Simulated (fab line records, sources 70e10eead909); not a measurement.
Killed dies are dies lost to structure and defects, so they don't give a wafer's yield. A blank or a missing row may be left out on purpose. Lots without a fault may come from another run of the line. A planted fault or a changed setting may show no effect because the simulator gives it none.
Chamber matching | flow nand_harc | NHARC_A_STAIRCASE_STRIP_476 on rie_diel-09: 4 sister chambers
The step strips in O2, time 20 s. 16 wafers are shown with their chamber, then 8 later ones without.

WAFERS WITH THEIR CHAMBER
wafer  | chamber | drypump_motor_current_A (A) | showerhead_plenum_p_Torr (Torr) | oes_product_au (a.u.)
L074.1 | 2       | 5.8                         | 3.77                            | 1.006
L074.3 | 0       | 5.9                         | 3.62                            | 0.998
L074.6 | 1       | 5.8                         | 3.56                            | 0.998
L077.3 | 2       | 5.8                         | 3.77                            | 0.993
L077.4 | 1       | 5.8                         | 3.56                            | 0.991
L077.6 | 0       | 5.9                         | 3.61                            | 0.969
L078.2 | 2       | 5.8                         | 3.77                            | 1.002
L078.4 | 3       | 5.1                         | 3.70                            | 1.014
L078.5 | 3       | 5.1                         | 3.70                            | 1.018
L085.1 | 0       | 6.0                         | 3.60                            | 0.977
L085.2 | 1       | 5.8                         | 3.55                            | 0.984
L085.4 | 2       | 5.8                         | 3.76                            | 0.993
L087.2 | 1       | 5.7                         | 3.55                            | 0.984
L087.3 | 2       | 5.8                         | 3.76                            | 0.994
L087.5 | 3       | 5.1                         | 3.69                            | 1.010
L092.1 | 1       | 5.8                         | 3.54                            | 0.993

SIGNATURES (means of the wafers above)
reading                  | chamber 0 | chamber 1 | chamber 2 | chamber 3 | scatter within a chamber
drypump_motor_current_A  | 5.933     | 5.780     | 5.800     | 5.100     | 0.035
showerhead_plenum_p_Torr | 3.6100    | 3.5520    | 3.7660    | 3.6967    | 0.00745
oes_product_au           | 0.98133   | 0.99000   | 0.99760   | 1.01400   | 0.00802
Rule: a wafer's distance from a chamber is the root of the sum, over the readings, of the square of ((its reading less the chamber's mean) divided by the reading's scatter). The wafer belongs to the nearest chamber; if the next one is less than 2 further off, it can't be placed. The scatter: the root of (the sum of the squares of (reading less its chamber's mean) over the shown wafers, divided by (wafers less chambers)).

WAFERS WITHOUT THEIR CHAMBER
wafer  | drypump_motor_current_A (A) | showerhead_plenum_p_Torr (Torr) | oes_product_au (a.u.)
L092.3 | 5.9                         | 3.60                            | 0.974
L092.4 | 5.1                         | 3.69                            | 1.004
L095.1 | 5.9                         | 3.59                            | 0.984
L095.3 | 5.8                         | 3.75                            | 1.003
L095.4 | 5.1                         | 3.68                            | 1.012
L097.2 | 5.8                         | 3.53                            | 1.003
L097.4 | 5.8                         | 3.74                            | 1.007
L097.5 | 6.0                         | 3.59                            | 0.976

WHICH CHAMBER EACH WENT THROUGH
wafer  | from the rows above | in truth
L092.3 | 0                   | 0
L092.4 | 3                   | 3
L095.1 | 0                   | 0
L095.3 | 2                   | 2
L095.4 | 3                   | 3
L097.2 | 1                   | 1
L097.4 | 2                   | 2
L097.5 | 0                   | 0
Placed correctly: 8 of 8. Can't be placed from these rows: 0. Placed wrongly: 0.
